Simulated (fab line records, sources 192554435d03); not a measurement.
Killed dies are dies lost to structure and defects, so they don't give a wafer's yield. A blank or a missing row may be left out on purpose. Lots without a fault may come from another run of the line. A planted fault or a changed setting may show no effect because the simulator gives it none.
A struck lot beside a sound one | flow n5_finfet | 19 steps out of a route of 1938
Sound: wafers L952.1, L952.3, L952.4. Struck: wafers L960.1, L960.3, L960.5. The cause comes at the end.
At each step with rows: each side's tool, then ch and its chambers, then its first start. Under that, the readings that differ: sound wafers | struck wafers | difference of the means | sigmas: that difference in standard deviations of wafers without a fault.
alike: readings whose means differ by less than 2 such deviations, and words and numbers that are the same on both sides. not compared: withheld readings, readings that some wafer has no value for, bounds like >300 that may hide the same value, and numbers for which the record gives no deviation and whose values overlap.
The two part at a step that has a row with sigmas, a row that says differs or no value, or rows on one side only. Numbers that don't overlap but have no deviation are shown without sigmas and don't part them. A reading that every wafer of one side lacks parts them only if that side has two wafers or more.

first, 4 steps without rows for these wafers: N5_HKMG_FIN_PRECLEAN_64 (cleans in dHF, time 30 s); N5_HKMG_FIN_WET_ETCH_65 (etches a-Si in TMAH, stops on TiN, time 49 s, target depth 3 nm); N5_HKMG_FIN_WET_ETCH_81 (etches TiN in SC1, stops on HfO2, time 57 s, target depth 6 nm); N5_HKMG_FIN_WET_ETCH_82 (etches La2O3 in dHCl, stops on HfO2, target depth 2 nm, rinse time 30 s).
N5_HKMG_FIN_ALD_36: deposits TiN, target thk 1 nm, pulse time 1 s, purge time 3 s.
  sound on ald_metal-04 ch 0,1,2, day 4 14:40; struck on ald_metal-01 ch 2,3, day 6 17:23
  alike: chamber_pressure_Torr, heater_power_w, precursor_pulse_height_rel
N5_HKMG_FIN_THK_MEAS_70: measures by xrf.
  sound on film_metro-02, day 4 14:57; struck on film_metro-01, day 6 17:40
  alike: HK_THK
N5_HKMG_FIN_PWFM_ALD_03: deposits TiN, target thk 2 nm, pulse time 1 s, purge time 3 s.
  sound on ald_metal-03 ch 0,2,3, day 4 14:59; struck on ald_metal-03 ch 0,2,3, day 6 17:42
  alike: chamber_pressure_Torr, heater_power_w, precursor_pulse_height_rel
then, 5 steps without rows for these wafers: N5_HKMG_FIN_COAT_29 (time 60 s, resist thk 300 nm); N5_HKMG_FIN_COAT_30 (time 60 s, resist thk 35 nm); N5_HKMG_FIN_COAT_06 (resist thk 90 nm); N5_HKMG_FIN_EBR_08; N5_HKMG_FIN_SOFTBAKE_07 (time 60 s).
N5_HKMG_FIN_EXPOSE_09: exposes mask NWFM.
  sound on arfi_scanner-01 ch 0, day 4 15:35; struck on arfi_scanner-01 ch 0, day 6 18:25
  reading              | sound             | struck            | difference | sigmas
  exposure_dose_mJ_cm2 | 39.25 39.23 39.23 | 35.87 35.82 35.83 | -3.40      | -87
  alike: mask
then, 2 steps without rows for these wafers: N5_HKMG_FIN_PEB_10 (peb time 60 s); N5_HKMG_FIN_DEVELOP_11 (develop time 30 s).
N5_HKMG_FIN_CD_MEAS_12: target cd 92.8 nm.
  sound on cd_sem-02 ch 0, day 4 15:42; struck on cd_sem-03 ch 0, day 6 18:32
  reading    | sound          | struck         | difference | sigmas
  cd_nm (nm) | 92.4 93.2 91.9 | 86.5 86.7 86.4 | -6.0       | -10
N5_HKMG_FIN_OVL_MEAS_13:
  sound on overlay-02 ch 0, day 4 15:44; struck on overlay-02 ch 0, day 6 18:34
  alike: NWFM_OVL
-- the record jumps here: 4 days lie between the struck wafers' starts before and after (it left off in module HKMG_FIN and takes up again in module BEOL_M4, whose first step shown is number 1111 of the route) --
N5_BEOL_M4_RC_MEAS_101:
  sound on prober-01 ch 0, day 8 13:57; struck on prober-02 ch 0, day 10 16:20
  alike: DIBL_N, DIBL_P, IOFF_N, IOFF_P, ION_N, ION_P, SS_N, SS_P, VT_N, VT_P
-- the record jumps here: 4 days lie between the struck wafers' starts before and after (it left off in module BEOL_M4 and takes up again in module PASSIVATION, whose first step shown is number 1936 of the route) --
N5_PASSIVATION_PROBE_49:
  sound on prober-02, day 14 06:30; struck on prober-01, day 15 03:58
  alike: defect_limited_yield, killed_at_M0_to_M3, killed_at_M4_up, killed_at_contacts, killed_at_front_end, killed_at_other, killed_dies, killed_on_rim, killed_open, killed_short, sort_bin_4_leakage, sort_bin_5_function, sort_bin_6_memory, sort_n_pass, sort_yield_pct

WHERE THEY PART
First at N5_HKMG_FIN_EXPOSE_09; last, within this record, at N5_HKMG_FIN_CD_MEAS_12. Later steps at which nothing parts them and some readings are alike: N5_HKMG_FIN_OVL_MEAS_13, N5_BEOL_M4_RC_MEAS_101, N5_PASSIVATION_PROBE_49.

WHY: what the simulator had put in
Process parameter drift: arfi_scanner-01, from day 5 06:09 on, at N5_HKMG_FIN_EXPOSE_09. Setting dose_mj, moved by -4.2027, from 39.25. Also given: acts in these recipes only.
